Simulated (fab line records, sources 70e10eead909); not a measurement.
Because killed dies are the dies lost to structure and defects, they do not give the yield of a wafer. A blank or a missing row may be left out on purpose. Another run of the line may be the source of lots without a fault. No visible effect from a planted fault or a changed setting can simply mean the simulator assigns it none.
Tool commonality check	flow nand-harc	39 wafers sampled across 12 lots

REASON IT WAS OPENED
At NHARC_P_ZERO_WELL_CD_MEAS_52 the reading cd-nm is flagged on 1 of 12 lots. Wafers without a fault read 2000.3 nm, standard deviation 1.8.
Rule: a lot gets a flag if all its wafers with a number sit over 4 standard deviations from that mean, or if no wafer of it has a number. As for the other lots, they are considered sound.

lot	measured	on	cd-nm (nm), wafer by wafer	flag
L705	day 2 02:17	cd-sem-01	1998.8 2000.2 1997.9	
L709	day 3 17:52	cd-sem-02	2000.9 1999.0 1996.8	
L711	day 4 14:12	cd-sem-03	1998.9 1998.7 2000.3	
L713	day 5 09:47	cd-sem-02	1998.5 2003.5 2003.7	
L714	day 5 19:40	cd-sem-02	1979.0 1981.1 1980.9 1979.5 1981.5 1980.4	FLAGGED
L716	day 6 15:46	cd-sem-01	1998.8 2000.5 1998.3	
L721	day 8 17:23	cd-sem-01	1999.0 1996.8 2001.0	
L724	day 9 23:44	cd-sem-02	2000.0 2001.1 1996.0	
L725	day 10 12:28	cd-sem-03	1997.1 1998.7 2000.7	
L726	day 10 19:43	cd-sem-03	1998.2 1999.9 2001.3	
L727	day 11 05:40	cd-sem-01	2001.1 1998.5 2001.1	
L728	day 11 15:48	cd-sem-03	2002.7 2002.2 2000.4	
On average the flagged lots' numbers are 1980.4 nm, which is -19.9 nm against the usual, or -11 standard deviations.

WHICH TOOL EACH LOT WENT THROUGH
Before the reading, the record contains 3 process steps out of a 1302-step route. Cell contents, in order: the tool; ch with the chambers the sampled wafers went through; the start.
lot	flag	NHARC_P_ZERO_WELL_ETCH_62	NHARC_P_ZERO_WELL_ETCH_63	NHARC_P_ZERO_WELL_EXPOSE_49
L705		rie-diel-03 ch 0,1,2, day 1 21:46 or earlier	rie-si-02 ch 1,2,3, day 1 21:46	krf-scanner-04 ch 0, day 2 02:07
L709		rie-diel-11 ch 1,2,3, day 3 13:39 or earlier	rie-si-02 ch 0,1,3, day 3 13:39	krf-scanner-01 ch 0, day 3 17:43
L711		rie-diel-03 ch 0,2, day 4 09:32 or earlier	rie-si-02 ch 1,3, day 4 09:32	krf-scanner-02 ch 0, day 4 14:03
L713		rie-diel-03 ch 0,2, day 5 05:43 or earlier	rie-si-01 ch 2,3, day 5 05:43	krf-scanner-01 ch 0, day 5 09:38
L714	FLAGGED	rie-diel-02 ch 0,1,3, day 5 15:45 or earlier	rie-si-02 ch 0,1,3, day 5 15:45	krf-scanner-01 ch 0, day 5 19:31
L716		rie-diel-03 ch 0,2,3, day 6 11:41 or earlier	rie-si-01 ch 0,2,3, day 6 11:41	krf-scanner-04 ch 0, day 6 15:36
L721		rie-diel-02 ch 0,2, day 8 13:34 or earlier	rie-si-06 ch 1,2, day 8 13:34	krf-scanner-02 ch 0, day 8 17:13
L724		rie-diel-02 ch 1,2,3, day 9 19:40 or earlier	rie-si-06 ch 0,1,3, day 9 19:40	krf-scanner-01 ch 0, day 9 23:35
L725		rie-diel-11 ch 0,2, day 10 05:43 or earlier	rie-si-06 ch 0,3, day 10 05:43	krf-scanner-01 ch 0, day 10 12:19
L726		rie-diel-02 ch 0,1,3, day 10 15:41 or earlier	rie-si-01 ch 1,2,3, day 10 15:41	krf-scanner-01 ch 0, day 10 19:34
L727		rie-diel-11 ch 1,3, day 11 01:43 or earlier	rie-si-02 ch 0,2,3, day 11 01:43	krf-scanner-04 ch 0, day 11 05:31
L728		rie-diel-11 ch 0,1,3, day 11 11:40 or earlier	rie-si-02 ch 1,3, day 11 11:40	krf-scanner-02 ch 0, day 11 15:38
What the steps here do:
- NHARC_P_ZERO_WELL_ETCH_62: etches the open film in CHF3/Ar, target depth 13 nm, time 6.5 s.
- NHARC_P_ZERO_WELL_ETCH_63: etches the open film in HBr/Cl2, target depth 120 nm, time 40.1 s.
- NHARC_P_ZERO_WELL_EXPOSE_49: exposes mask P HVPW, target cd 2000 nm.
- NHARC_P_ZERO_WELL_CD_MEAS_52: target cd 2000 nm.

FLAGGED AGAINST TOTAL, ONE TOOL AT A TIME (gauges that did the reading follow at the end)
step	tool	lots run	flagged	share of the flagged lots	sound lots run after its first flagged lot
NHARC_P_ZERO_WELL_ETCH_62	rie-diel-02	4	1	all	3 (L721,L724,L726)
NHARC_P_ZERO_WELL_ETCH_62	rie-diel-03	4	0	none	-
NHARC_P_ZERO_WELL_ETCH_62	rie-diel-11	4	0	none	-
NHARC_P_ZERO_WELL_ETCH_63	rie-si-01	3	0	none	-
NHARC_P_ZERO_WELL_ETCH_63	rie-si-02	6	1	all	2 (L727,L728)
NHARC_P_ZERO_WELL_ETCH_63	rie-si-06	3	0	none	-
NHARC_P_ZERO_WELL_EXPOSE_49	krf-scanner-01	6	1	all	3 (L724,L725,L726)
NHARC_P_ZERO_WELL_EXPOSE_49	krf-scanner-02	3	0	none	-
NHARC_P_ZERO_WELL_EXPOSE_49	krf-scanner-04	3	0	none	-
NHARC_P_ZERO_WELL_CD_MEAS_52	cd-sem-01	4	0	none	-
NHARC_P_ZERO_WELL_CD_MEAS_52	cd-sem-02	4	1	all	1 (L724)
NHARC_P_ZERO_WELL_CD_MEAS_52	cd-sem-03	4	0	none	-
With no start given for some of its lots, NHARC_P_ZERO_WELL_ETCH_62 uses the hours and lot order of NHARC_P_ZERO_WELL_ETCH_63.

WHAT THE TABLE ALLOWS
4 rows of the table ran every flagged lot: rie-diel-02 at NHARC_P_ZERO_WELL_ETCH_62, rie-si-02 at NHARC_P_ZERO_WELL_ETCH_63, krf-scanner-01 at NHARC_P_ZERO_WELL_EXPOSE_49, cd-sem-02 at NHARC_P_ZERO_WELL_CD_MEAS_52.
- rie-diel-02 at NHARC_P_ZERO_WELL_ETCH_62: 1 of its 4 lots flagged. Sound lots ran on it after the first flagged one (L721, L724, L726), which a lasting fault on the whole tool wouldn't allow.
- rie-si-02 at NHARC_P_ZERO_WELL_ETCH_63: 1 of its 6 lots flagged. Sound lots ran on it after the first flagged one (L727, L728), which a lasting fault on the whole tool wouldn't allow.
- krf-scanner-01 at NHARC_P_ZERO_WELL_EXPOSE_49: 1 of its 6 lots flagged. Sound lots ran on it after the first flagged one (L724, L725, L726), which a lasting fault on the whole tool wouldn't allow.
- cd-sem-02 at NHARC_P_ZERO_WELL_CD_MEAS_52: 1 of its 4 lots flagged. Sound lots ran on it after the first flagged one (L724), which a lasting fault on the whole tool wouldn't allow.
No row of the table ran every flagged lot and no sound lot after the first.

WHAT THE SIMULATOR HAD INSERTED
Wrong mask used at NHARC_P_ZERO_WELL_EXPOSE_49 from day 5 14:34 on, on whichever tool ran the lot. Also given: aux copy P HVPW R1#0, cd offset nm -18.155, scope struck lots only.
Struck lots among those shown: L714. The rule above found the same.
